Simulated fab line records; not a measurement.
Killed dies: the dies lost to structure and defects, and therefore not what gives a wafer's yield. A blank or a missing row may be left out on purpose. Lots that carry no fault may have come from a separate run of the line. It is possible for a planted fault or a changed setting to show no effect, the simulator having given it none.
Problem report, 8D (eight disciplines) form, completed by code	flow n5_finfet	the parts of the form that need people (team, actions taken, sign-off) are left out

## 1. PROBLEM STATEMENT
bias_w at N5_BEOL_M4_TRENCH_ETCH_37 reads a mean of 162.7 W on 6 wafers of 2 lots; wafers without a fault read 185.1 W with a standard deviation of 0.53. Measured from the usual mean, that is -42 standard deviations.
The step: etches SiOC in C4F6/O2, target depth 55.555 nm, time 29.2 s.
The first sign was on wafer L939.2 at day 11 13:54, on rie_diel-06. The record has a number at this step for 24 wafers belonging to 8 lots. Rule for "out" (also "out of limits"): further than 4 standard deviations from the usual mean. The other wafers with a number count as sound.

## 2. WHAT IT IS, AND WHAT IT ISN'T
question	is	is not
which readings at this step	bias_w, rf_vpp_V	C4F6_flow_sccm, chamber_pressure_mTorr, drypump_motor_current_A, oes_product_au, showerhead_plenum_p_Torr, throttle_valve_pct
which lots	L939, L941	L924, L926, L943, L944, L945, L946
which wafers of those lots	all that have a number	-
read on which tools	rie_diel-06	rie_diel-01, rie_diel-03
when	from day 11 13:54	up to then (6 sound wafers); but 12 sound wafers of L943, L944, L945, L946 came after

## 3. SUSPECTS, AND WHAT RULES EACH OUT
Counting: a tool at a process step up to the reading stays a suspect if it ran every lot that is out and no sound lot after the first of them.
- rie_diel-01 at N5_BEOL_M4_DESCUM_33 (chemistry O2, time 7 s): ruled out as a lasting fault. The sound lots L943, L944 went through it after L939, its earliest lot that is out (day 11 13:15).
- rie_diel-01 at N5_BEOL_M4_ETCH_69 (etches SiARC in CF4, target depth 15.6 nm, time 26 s): ruled out as a lasting fault. The sound lots L943, L944 went through it after L939, its earliest lot that is out (day 11 13:18).
- rie_diel-06 at N5_BEOL_M4_TRENCH_ETCH_37 (etches SiOC in C4F6/O2, target depth 55.555 nm, time 29.2 s): kept. All lots that are out passed through it, beginning with L939 at day 11 13:54, and no sound lot followed; its final sound lot before that point was L926 at day 8 08:44. Its own readings are out on those wafers: bias_w, rf_vpp_V.
Left after counting: rie_diel-06 at N5_BEOL_M4_TRENCH_ETCH_37.

## 4. THE CAUSE (what the simulator had put in)
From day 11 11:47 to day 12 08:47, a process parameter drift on rie_diel-06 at N5_BEOL_M4_TRENCH_ETCH_37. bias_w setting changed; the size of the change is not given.
After counting, this tool was the only one left.

## 5. SEQUENCE OF EFFECTS, ordered by route
One row per reading whose mean, taken over the struck wafers that have a number, lies over 3 standard deviations from the usual. Only readings whose record carries a usual standard deviation are examined. hours: median over the lots of the time between each lot's start at the first step of this table that gives one and its start at this step. sigmas: the change, counted in usual standard deviations.
hours	step	reading	usual	on struck wafers	change	sigmas
0	N5_BEOL_M4_TRENCH_ETCH_37	bias_w	185.1 W	162.7	-22.4	-42
0	N5_BEOL_M4_TRENCH_ETCH_37	rf_vpp_V	667 V	605	-62	-7.8
Its process steps:
- N5_BEOL_M4_TRENCH_ETCH_37: etches SiOC in C4F6/O2, target depth 55.555 nm, time 29.2 s.
At these later measuring or inspecting steps, every struck wafer for which the step has a row has a number for every such reading, and none has moved that far: N5_BEOL_M4_RC_MEAS_101.

## 6. HOW IT WOULD HAVE BEEN CAUGHT EARLIER
First out-of-limits reading in this record: day 11 13:54, which is 2 hours after fault onset at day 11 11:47.
